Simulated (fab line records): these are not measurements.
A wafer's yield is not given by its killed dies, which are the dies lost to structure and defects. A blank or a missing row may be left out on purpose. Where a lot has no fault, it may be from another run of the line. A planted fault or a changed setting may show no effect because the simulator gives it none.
Check of tool commonality :: flow n5_finfet :: Sample size 10 lots and 28 wafers

WHY THIS WAS OPENED
N5_BEOL_M0_RS_MEAS_126, reading M0_RS: flagged on 2 of 10 lots. Fault-free wafers read 0.525 ohm/sq, with a standard deviation of 0.02.
Rule: flag the lot when none of its wafers has a number, or when each of its wafers that has one lies beyond 4 standard deviations from that mean. All remaining lots are regarded as sound.

lot: L928
measured: day 6 16:20
on: film_metro-02
M0_RS (ohm/sq), wafer by wafer: 0.525 0.537
flag: 

lot: L930
measured: day 6 20:28
on: film_metro-02
M0_RS (ohm/sq), wafer by wafer: 0.556 0.549
flag: 

lot: L931
measured: day 7 06:00
on: film_metro-02
M0_RS (ohm/sq), wafer by wafer: 0.523 0.529 0.539
flag: 

lot: L933
measured: day 7 20:02
on: film_metro-02
M0_RS (ohm/sq), wafer by wafer: 0.531 0.519 0.513
flag: 

lot: L935
measured: day 8 02:53
on: film_metro-01
M0_RS (ohm/sq), wafer by wafer: 90.137 91.575 90.827
flag: FLAGGED

lot: L936
measured: day 8 14:37
on: film_metro-02
M0_RS (ohm/sq), wafer by wafer: 94.739 91.159 87.732
flag: FLAGGED

lot: L947
measured: day 10 22:25
on: film_metro-01
M0_RS (ohm/sq), wafer by wafer: 0.510 0.519 0.503
flag: 

lot: L946
measured: day 11 00:48
on: film_metro-01
M0_RS (ohm/sq), wafer by wafer: 0.534 0.508 0.512
flag: 

lot: L948
measured: day 11 14:52
on: film_metro-01
M0_RS (ohm/sq), wafer by wafer: 0.567 0.533 0.531
flag: 

lot: L949
measured: day 11 22:39
on: film_metro-02
M0_RS (ohm/sq), wafer by wafer: 0.508 0.512 0.501
flag: 
The numbers of the flagged lots are 91.028 ohm/sq on average: +90.503 ohm/sq against the usual, or +99 or more standard deviations.

WHICH TOOL EACH LOT WENT THROUGH
4 process steps preceding the reading are held in the record, out of 1938 steps in the route. Every cell lists first the tool, next ch and the chambers used by the sampled wafers, and last the start.
lot: L928
flag: 
N5_BEOL_M0_PRE_CLEAN_113: pvd_sputter-02, day 6 14:23
N5_BEOL_M0_SURFACE_TREAT_137: pvd_sputter-03, day 6 14:40
N5_BEOL_M0_ECD_118: ecd_cu-01 ch 0,1, day 6 15:20
N5_BEOL_M0_CMP_120: cmp-04 ch 2,3, day 6 15:44

lot: L930
flag: 
N5_BEOL_M0_PRE_CLEAN_113: pvd_sputter-03, day 6 18:27
N5_BEOL_M0_SURFACE_TREAT_137: pvd_sputter-03, day 6 18:47
N5_BEOL_M0_ECD_118: ecd_cu-02 ch 1, day 6 19:33
N5_BEOL_M0_CMP_120: cmp-02 ch 2,3, day 6 19:59

lot: L931
flag: 
N5_BEOL_M0_PRE_CLEAN_113: pvd_sputter-02, day 7 03:24
N5_BEOL_M0_SURFACE_TREAT_137: pvd_sputter-01, day 7 03:58
N5_BEOL_M0_ECD_118: ecd_cu-01 ch 0, day 7 05:02
N5_BEOL_M0_CMP_120: cmp-03 ch 0,3, day 7 05:25

lot: L933
flag: 
N5_BEOL_M0_PRE_CLEAN_113: pvd_sputter-02, day 7 17:16
N5_BEOL_M0_SURFACE_TREAT_137: pvd_sputter-02, day 7 17:35
N5_BEOL_M0_ECD_118: ecd_cu-01 ch 0,1, day 7 18:28
N5_BEOL_M0_CMP_120: cmp-04 ch 0,1, day 7 19:29

lot: L935
flag: FLAGGED
N5_BEOL_M0_PRE_CLEAN_113: pvd_sputter-01, day 8 00:56
N5_BEOL_M0_SURFACE_TREAT_137: pvd_sputter-02, day 8 01:17
N5_BEOL_M0_ECD_118: ecd_cu-01 ch 0,1, day 8 01:58
N5_BEOL_M0_CMP_120: cmp-03 ch 1,2,3, day 8 02:22

lot: L936
flag: FLAGGED
N5_BEOL_M0_PRE_CLEAN_113: pvd_sputter-01, day 8 12:12
N5_BEOL_M0_SURFACE_TREAT_137: pvd_sputter-01, day 8 12:31
N5_BEOL_M0_ECD_118: ecd_cu-01 ch 0,1, day 8 13:15
N5_BEOL_M0_CMP_120: cmp-04 ch 0,1,2, day 8 14:02

lot: L947
flag: 
N5_BEOL_M0_PRE_CLEAN_113: pvd_sputter-02, day 10 19:41
N5_BEOL_M0_SURFACE_TREAT_137: pvd_sputter-02, day 10 20:16
N5_BEOL_M0_ECD_118: ecd_cu-02 ch 0,1, day 10 20:59
N5_BEOL_M0_CMP_120: cmp-04 ch 0,1, day 10 21:51

lot: L946
flag: 
N5_BEOL_M0_PRE_CLEAN_113: pvd_sputter-01, day 10 21:28
N5_BEOL_M0_SURFACE_TREAT_137: pvd_sputter-03, day 10 22:38
N5_BEOL_M0_ECD_118: ecd_cu-01 ch 0,1, day 10 23:52
N5_BEOL_M0_CMP_120: cmp-04 ch 0,1,2, day 11 00:15

lot: L948
flag: 
N5_BEOL_M0_PRE_CLEAN_113: pvd_sputter-01, day 11 11:14
N5_BEOL_M0_SURFACE_TREAT_137: pvd_sputter-03, day 11 11:31
N5_BEOL_M0_ECD_118: ecd_cu-01 ch 0,1, day 11 13:55
N5_BEOL_M0_CMP_120: cmp-04 ch 1,2, day 11 14:18

lot: L949
flag: 
N5_BEOL_M0_PRE_CLEAN_113: pvd_sputter-01, day 11 20:26
N5_BEOL_M0_SURFACE_TREAT_137: pvd_sputter-01, day 11 21:04
N5_BEOL_M0_ECD_118: ecd_cu-02 ch 0, day 11 21:43
N5_BEOL_M0_CMP_120: cmp-03 ch 1,2,3, day 11 22:10
What these steps do:
- N5_BEOL_M0_PRE_CLEAN_113: time 30 s.
- N5_BEOL_M0_SURFACE_TREAT_137
- N5_BEOL_M0_ECD_118: material Cu, target thk 300 nm.
- N5_BEOL_M0_CMP_120: polishes, stops on SiOC, t overpolish 6.9 s.
- N5_BEOL_M0_RS_MEAS_126: measures by four-point-probe.

FLAGGED AGAINST TOTAL, ONE TOOL AT A TIME (gauges that did the reading follow at the end)
step: N5_BEOL_M0_PRE_CLEAN_113
tool: pvd_sputter-01
lots run: 5
flagged: 2
share of the flagged lots: all
sound lots run after its first flagged lot: 3 (L946,L948,L949)

step: N5_BEOL_M0_PRE_CLEAN_113
tool: pvd_sputter-02
lots run: 4
flagged: 0
share of the flagged lots: none
sound lots run after its first flagged lot: -

step: N5_BEOL_M0_PRE_CLEAN_113
tool: pvd_sputter-03
lots run: 1
flagged: 0
share of the flagged lots: none
sound lots run after its first flagged lot: -

step: N5_BEOL_M0_SURFACE_TREAT_137
tool: pvd_sputter-01
lots run: 3
flagged: 1
share of the flagged lots: some
sound lots run after its first flagged lot: 1 (L949)

step: N5_BEOL_M0_SURFACE_TREAT_137
tool: pvd_sputter-02
lots run: 3
flagged: 1
share of the flagged lots: some
sound lots run after its first flagged lot: 1 (L947)

step: N5_BEOL_M0_SURFACE_TREAT_137
tool: pvd_sputter-03
lots run: 4
flagged: 0
share of the flagged lots: none
sound lots run after its first flagged lot: -

step: N5_BEOL_M0_ECD_118
tool: ecd_cu-01
lots run: 7
flagged: 2
share of the flagged lots: all
sound lots run after its first flagged lot: 2 (L946,L948)

step: N5_BEOL_M0_ECD_118
tool: ecd_cu-02
lots run: 3
flagged: 0
share of the flagged lots: none
sound lots run after its first flagged lot: -

step: N5_BEOL_M0_CMP_120
tool: cmp-02
lots run: 1
flagged: 0
share of the flagged lots: none
sound lots run after its first flagged lot: -

step: N5_BEOL_M0_CMP_120
tool: cmp-03
lots run: 3
flagged: 1
share of the flagged lots: some
sound lots run after its first flagged lot: 1 (L949)

step: N5_BEOL_M0_CMP_120
tool: cmp-04
lots run: 6
flagged: 1
share of the flagged lots: some
sound lots run after its first flagged lot: 3 (L947,L946,L948)

step: N5_BEOL_M0_RS_MEAS_126
tool: film_metro-01
lots run: 4
flagged: 1
share of the flagged lots: some
sound lots run after its first flagged lot: 3 (L947,L946,L948)

step: N5_BEOL_M0_RS_MEAS_126
tool: film_metro-02
lots run: 6
flagged: 1
share of the flagged lots: some
sound lots run after its first flagged lot: 1 (L949)

WHAT THE TABLE PERMITS
pvd_sputter-01 at N5_BEOL_M0_PRE_CLEAN_113 and ecd_cu-01 at N5_BEOL_M0_ECD_118 are the 2 rows of the table that ran each flagged lot.
- pvd_sputter-01 at N5_BEOL_M0_PRE_CLEAN_113 ran 5 lots, 2 of them flagged. Sound lots followed the first flagged one (L946, L948, L949) on it, something a lasting fault affecting the whole tool could not allow.
- ecd_cu-01 at N5_BEOL_M0_ECD_118 ran 7 lots, 2 of them flagged. Sound lots followed the first flagged one (L946, L948) on it, something a lasting fault affecting the whole tool could not allow.
There is no row in the table that ran each flagged lot and no sound lot after the first.

WHAT THE SIMULATOR HAD INSERTED
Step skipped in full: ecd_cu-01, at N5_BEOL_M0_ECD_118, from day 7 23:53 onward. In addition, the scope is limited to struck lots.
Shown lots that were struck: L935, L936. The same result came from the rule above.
